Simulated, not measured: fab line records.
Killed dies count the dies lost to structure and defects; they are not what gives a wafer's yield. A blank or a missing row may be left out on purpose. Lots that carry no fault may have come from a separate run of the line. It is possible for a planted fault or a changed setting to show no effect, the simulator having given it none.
A lot that was struck, set against a sound lot | flow nand harc | 40 steps out of a route of 1302
Sound: the wafers L208.3, L208.4, L208.5. Struck: wafer L221.4. (L221.3, L221.6 of the same lot were not struck and are left out.) The cause comes at the end.
Order at every step that has rows: each side's tool, ch and its chambers, its first start. Under that, the readings that differ: sound wafers | struck wafers | difference of the means | sigmas: that difference in standard deviations of wafers without a fault.
alike: words and numbers the same on both sides, and readings whose means are apart by under 2 such deviations; not compared: readings that were withheld, readings missing a value for some wafer, numbers with overlapping values and no deviation given by the record, and bounds like >300 which may hide the same value.
The two part at a step that has a row with sigmas, a row that says differs or no value, or rows on one side only. When numbers do not overlap yet have no deviation, they are printed without sigmas and do not part them. Lack of a reading on every wafer of one side parts them only where that side has two or more wafers.

NHARC_P_M1_INSPECT_11:
  sound: defect inspect-01 at day 6 05:18; struck: defect inspect-01 at day 11 14:25
  alike: raw defect count
then, 3 steps without rows for these wafers: NHARC_P_M1_DESCUM_14 (chemistry O2, time 3 s); NHARC_P_M1_ETCH_35 (etches the open film in N2/H2, target depth 40 nm, overetch 12 nm, time 43.94 s); NHARC_P_M1_ETCH_15 (etches the open film in C4F8/Ar, target depth 182.5 nm, time 91.2 s).
NHARC_P_M1_CD_MEAS_16:
  sound: cd sem-03 at day 6 05:43; struck: cd sem-03 at day 11 14:47
  alike: cd nm
then, 1 step without rows for these wafers: NHARC_P_M1_STRIP_18 (strips in N2/H2).
NHARC_P_M1_ETCH_28: etches the open film in CF4/N2, target depth 30 nm, time 72.99 s.
  sound: rie diel-11 ch 1,2; struck: rie diel-11 ch 0
  reading               | sound             | struck | difference | sigmas
  oes product au (a.u.) | 1.005 1.022 1.026 | 0.981  | -0.037     | -3
  alike: drypump motor current A, rf fwd power W, rf vpp V, showerhead plenum p Torr, throttle valve pct
  not compared: rf hours counter h
then, 5 steps without rows for these wafers: NHARC_P_M1_STRIP_19 (strips in post etch residue remover, time 600 s); NHARC_P_M1_DEGAS_29 (time 60 s); NHARC_P_M1_PRE_CLEAN_30 (time 30 s); NHARC_P_M1_PVD_20 (deposits TaN, target thk 5 nm, time 8.06 s); NHARC_P_M1_PVD_21 (deposits Cu, target thk 30 nm, time 20.49 s).
NHARC_P_M1_ECD_22: material Cu, target thk 400 nm.
  sound on ecd cu-01 ch 0,1, day 6 06:57; struck on ecd cu-02 ch 0,1, day 11 15:58
then, 1 step without rows for these wafers: NHARC_P_M1_ANNEAL_31 (time 90 s).
NHARC_P_M1_CMP_23: polishes, t overpolish 20 s, target thk 157.82 nm.
  sound on cmp-03 ch 2,3, day 6 07:36; struck on cmp-02 ch 1, day 11 16:35
  reading             | sound          | struck | difference | sigmas
  motor current A (A) | 11.6 12.6 11.2 | 14.4   | +2.6       | +2
  alike: time to endpoint s
NHARC_P_M1_THK_MEAS_24: measures by xrf.
  sound: film metro-01 at day 6 07:53; struck: film metro-01 at day 11 16:54
  alike: thk nm
then, 2 steps without rows for these wafers: NHARC_P_M1_SRD_25; NHARC_P_M1_PRE_CLEAN_32 (time 12 s).
NHARC_P_M1_DEP_33: deposits SiCN, target thk 30 nm.
  sound on pecvd-04 ch 1,2, day 6 08:14; struck on pecvd-04 ch 1, day 11 17:17
  alike: heater power w, rf fwd power W
then, 10 steps without rows for these wafers: NHARC_P_M2_DEP_00 (deposits SiOC, target thk 182.5 nm); NHARC_P_M2_DEHYDRATE_01 (time 120 s); NHARC_P_M2_HMDS_02 (time 30 s); NHARC_P_M2_COAT_34 (time 65 s); NHARC_P_M2_COAT_03 (resist thk 90 nm); NHARC_P_M2_SOFTBAKE_04 (time 55 s); NHARC_P_M2_EBR_05; NHARC_P_M2_EXPOSE_06 (exposes mask P M2, target cd 170 nm); NHARC_P_M2_PEB_07 (peb time 65 s); NHARC_P_M2_DEVELOP_08 (develop time 35 s).
NHARC_P_M2_CD_MEAS_09: the cd target is 170 nm.
  sound on cd sem-02 ch 0, day 6 09:19; struck on cd sem-03 ch 0, day 11 18:28
  alike: cd nm
NHARC_P_M2_OVL_MEAS_10: pitch 340 nm.
  sound: overlay-01 at day 6 09:25; struck: overlay-01 at day 11 18:34
  alike: overlay x nm, overlay y nm
then, 3 steps without rows for these wafers: NHARC_P_M2_DESCUM_14 (chemistry O2, time 3 s); NHARC_P_M2_ETCH_35 (etches the open film in N2/H2, target depth 40 nm, overetch 12 nm, time 43.94 s); NHARC_P_M2_ETCH_15 (etches the open film in C4F8/Ar, target depth 182.5 nm, time 91.2 s).
NHARC_P_M2_CD_MEAS_16:
  sound: cd sem-01 at day 6 09:49; struck: cd sem-03 at day 11 18:58
  alike: cd nm
NHARC_P_M2_STRIP_18: strips in N2/H2.
  sound on rie diel-09 ch 0,3, day 6 09:55; struck on rie diel-05 ch 2, day 11 19:04
  reading                | sound                | struck | difference | sigmas
  rf fwd power W (W)     | 994.4 998.1 992.3    | 1002.6 | +7.7       | +3
  throttle valve pct (%) | 14.139 14.172 14.163 | 14.180 | +0.022     | +3
  alike: drypump motor current A, oes product au, rf vpp V, showerhead plenum p Torr
  not compared: rf hours counter h
then, 2 steps without rows for these wafers: NHARC_P_M2_ETCH_28 (etches the open film in CF4/N2, target depth 30 nm, time 72.99 s); NHARC_P_M2_STRIP_19 (strips in post etch residue remover, time 600 s).
NHARC_P_M2_DEGAS_29: time 60 s.
  sound: pvd sputter-03 at day 6 10:32; struck: pvd sputter-01 at day 11 19:41
  alike: heater power w
-- jump in the record: it breaks off in module P_M2 and resumes in module END (first step shown: number 1302 of the route), and 18 days separate the struck wafers' starts before and after --
NHARC_END_SORT_01:
  here the record holds rows for the struck wafers (prober-01 ch 0, day 30 05:38) but none for the sound ones

## WHERE THEY PART
Last at NHARC_END_SORT_01 as far as this record goes, first at NHARC_P_M1_ETCH_28.

WHY: the cause the simulator had injected
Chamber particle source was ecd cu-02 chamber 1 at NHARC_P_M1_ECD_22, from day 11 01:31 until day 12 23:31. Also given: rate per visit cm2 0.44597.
